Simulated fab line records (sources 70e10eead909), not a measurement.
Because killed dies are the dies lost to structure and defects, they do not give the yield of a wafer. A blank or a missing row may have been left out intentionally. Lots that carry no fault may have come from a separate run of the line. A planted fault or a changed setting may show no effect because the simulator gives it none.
Which tool was responsible? -- flow nand_harc -- 12 lots, 36 wafers sampled, at 5 steps of a route of 1159

== WHAT THE GAUGES SHOWED, per wafer ==
NHARC_P_M0_THK_MEAS_24: measures by xrf.
lot,measured,on,thk_nm (nm)
L288,day 6 01:12,film_metro-01,121.4 119.5 118.0
L287,day 6 01:46,film_metro-02,115.7 115.2 115.5
L289,day 6 12:12,film_metro-01,118.8 117.1 116.6
L290,day 6 13:13,film_metro-01,119.0 116.4 119.9
L292,day 7 05:03,film_metro-01,119.2 116.9 115.1
L295,day 7 22:49,film_metro-02,118.6 117.5 118.0
L297,day 8 20:32,film_metro-01,116.1 118.2 117.7
L298,day 9 01:02,film_metro-02,117.5 117.1 118.7
L301,day 9 08:49,film_metro-01,116.1 117.8 118.2
L304,day 10 07:16,film_metro-02,118.6 117.4 116.3
L306,day 10 13:19,film_metro-02,115.4 117.1 115.7
L308,day 10 22:18,film_metro-01,114.9 115.5 117.9

NHARC_P_M1_CD_MEAS_09 targets a cd of 130 nm.
lot,measured,on,cd_nm (nm)
L288,day 6 03:32,cd_sem-03,130.7 130.3 131.0
L287,day 6 03:52,cd_sem-03,131.6 131.3 129.9
L289,day 6 13:45,cd_sem-03,129.5 128.4 129.0
L290,day 6 14:44,cd_sem-01,129.8 130.7 130.5
L292,day 7 06:37,cd_sem-03,130.7 130.2 131.0
L295,day 8 00:38,cd_sem-03,130.2 129.7 129.8
L297,day 8 22:05,cd_sem-01,91.9 91.1 91.1
L298,day 9 02:35,cd_sem-01,102.3 101.1 102.3
L301,day 9 10:16,cd_sem-03,130.9 130.7 131.1
L304,day 10 09:01,cd_sem-03,129.6 129.1 129.4
L306,day 10 15:01,cd_sem-03,131.1 130.7 131.2
L308,day 10 23:49,cd_sem-03,129.7 130.4 130.1

NHARC_P_M1_CD_MEAS_16.
lot,measured,on,cd_nm (nm)
L288,day 6 04:03,cd_sem-01,130.8 130.9 131.3
L287,day 6 04:32,cd_sem-01,131.5 130.5 130.0
L289,day 6 14:14,cd_sem-02,129.3 127.3 128.3
L290,day 6 15:14,cd_sem-02,129.8 130.2 129.7
L292,day 7 07:08,cd_sem-02,130.1 131.1 131.8
L295,day 8 01:08,cd_sem-01,129.4 129.4 129.7
L297,day 8 22:35,cd_sem-02,91.6 90.0 90.8
L298,day 9 03:05,cd_sem-01,102.7 100.3 102.5
L301,day 9 10:46,cd_sem-01,130.4 130.9 131.2
L304,day 10 09:33,cd_sem-01,129.9 129.3 129.2
L306,day 10 15:30,cd_sem-02,130.6 131.8 130.4
L308,day 11 00:19,cd_sem-03,129.4 129.6 128.6

== WHICH TOOL RAN EACH LOT (tool, then ch and the chambers of the sampled wafers, then the start) ==
lot,NHARC_P_M0_ETCH_15,NHARC_P_M1_EXPOSE_06
L288,"rie_diel-02 ch 0,2,3, day 6 01:12 or earlier","arfi_scanner-02 ch 0, day 6 03:24"
L287,"rie_diel-02 ch 0,1,3, day 6 01:46 or earlier","arfi_scanner-03 ch 0, day 6 03:44"
L289,"rie_diel-10 ch 0,1,3, day 6 12:12 or earlier","arfi_scanner-01 ch 0, day 6 13:37"
L290,"rie_diel-02 ch 0,2,3, day 6 13:13 or earlier","arfi_scanner-02 ch 0, day 6 14:36"
L292,"rie_diel-02 ch 0,2,3, day 7 05:03 or earlier","arfi_scanner-02 ch 0, day 7 06:28"
L295,"rie_diel-02 ch 0,2,3, day 7 22:49 or earlier","arfi_scanner-01 ch 0, day 8 00:30"
L297,"rie_diel-09 ch 0,3, day 8 20:32 or earlier","arfi_scanner-02 ch 0, day 8 21:58"
L298,"rie_diel-09 ch 0,1,2, day 9 01:02 or earlier","arfi_scanner-02 ch 0, day 9 02:28"
L301,"rie_diel-02 ch 1,3, day 9 08:49 or earlier","arfi_scanner-01 ch 0, day 9 10:08"
L304,"rie_diel-02 ch 0,1,3, day 10 07:16 or earlier","arfi_scanner-03 ch 0, day 10 08:52"
L306,"rie_diel-02 ch 0,2,3, day 10 13:19 or earlier","arfi_scanner-01 ch 0, day 10 14:52"
L308,"rie_diel-10 ch 0,2,3, day 10 22:18 or earlier","arfi_scanner-03 ch 0, day 10 23:41"
- NHARC_P_M0_ETCH_15: etches the open film in C4F8/Ar, target depth 150 nm, overetch 15 nm, time 82.5 s.
- NHARC_P_M1_EXPOSE_06: exposes mask P M1, target cd 130 nm.

== AS READ BY THE TOOLS THEMSELVES (means over the sampled wafers that have a number; for cases with no such wafer, the mark the record gives instead) ==
NHARC_P_M0_ETCH_15.
lot,tool,oes_product_au (a.u.),rf_vpp_V (V)
L288,rie_diel-02,0.922,443
L287,rie_diel-02,0.941,440
L289,rie_diel-10,0.962,441
L290,rie_diel-02,0.923,442
L292,rie_diel-02,0.922,443
L295,rie_diel-02,0.968,443
L297,rie_diel-09,0.948,442
L298,rie_diel-09,0.973,442
L301,rie_diel-02,0.956,438
L304,rie_diel-02,0.969,439
L306,rie_diel-02,0.973,443
L308,rie_diel-10,0.955,443

NHARC_P_M1_EXPOSE_06.
lot,tool,exposure_dose_mJ_cm2
L288,arfi_scanner-02,81.85
L287,arfi_scanner-03,81.87
L289,arfi_scanner-01,81.98
L290,arfi_scanner-02,81.81
L292,arfi_scanner-02,81.86
L295,arfi_scanner-01,81.87
L297,arfi_scanner-02,43.13
L298,arfi_scanner-02,50.78
L301,arfi_scanner-01,81.81
L304,arfi_scanner-03,81.95
L306,arfi_scanner-01,81.91
L308,arfi_scanner-03,81.82

== THE ANSWER, worked out from the rows above alone ==
Rule: the lots themselves supply what counts as usual. Put in order of their means at a reading, lots are off if they are a third of the lots or fewer, leave a main group of 4 or more, and stand apart from it by a gap of 3 or more times the standard deviation of the main group's means; of several such gaps the widest counts. The tables above print the reading to a certain number of digits; a main group whose means all agree to those digits is not used. A lot without any number at a reading at which 4 lots or more have one is off too. The other lots that the step has rows for count as sound. First the gauges in route order, then the tools' own readings, where a lot's mean is used as printed above. The first step at which some lot is off is used, and at that step the reading that is off furthest; a lot without a number counts as furthest.
Off at NHARC_P_M1_CD_MEAS_09 (cd_nm): L297, L298. For the main group the mean is 130.3 nm and the standard deviation 0.66.
If a tool, at a process step before that reading, ran all the lots that are off and no sound lot after the first of them, it fits. Not tried: the gauges at NHARC_P_M1_CD_MEAS_09; whatever is off there is also off at NHARC_P_M1_EXPOSE_06, on other tools, and gauge error can't account for it. With no start given for some of its lots, NHARC_P_M0_ETCH_15 uses the hours and lot order of NHARC_P_M0_THK_MEAS_24. Undecided on this evidence; 2 tools fit (rie_diel-09 at NHARC_P_M0_ETCH_15, arfi_scanner-02 at NHARC_P_M1_EXPOSE_06).

== WHAT THE SIMULATOR HAD INSERTED ==
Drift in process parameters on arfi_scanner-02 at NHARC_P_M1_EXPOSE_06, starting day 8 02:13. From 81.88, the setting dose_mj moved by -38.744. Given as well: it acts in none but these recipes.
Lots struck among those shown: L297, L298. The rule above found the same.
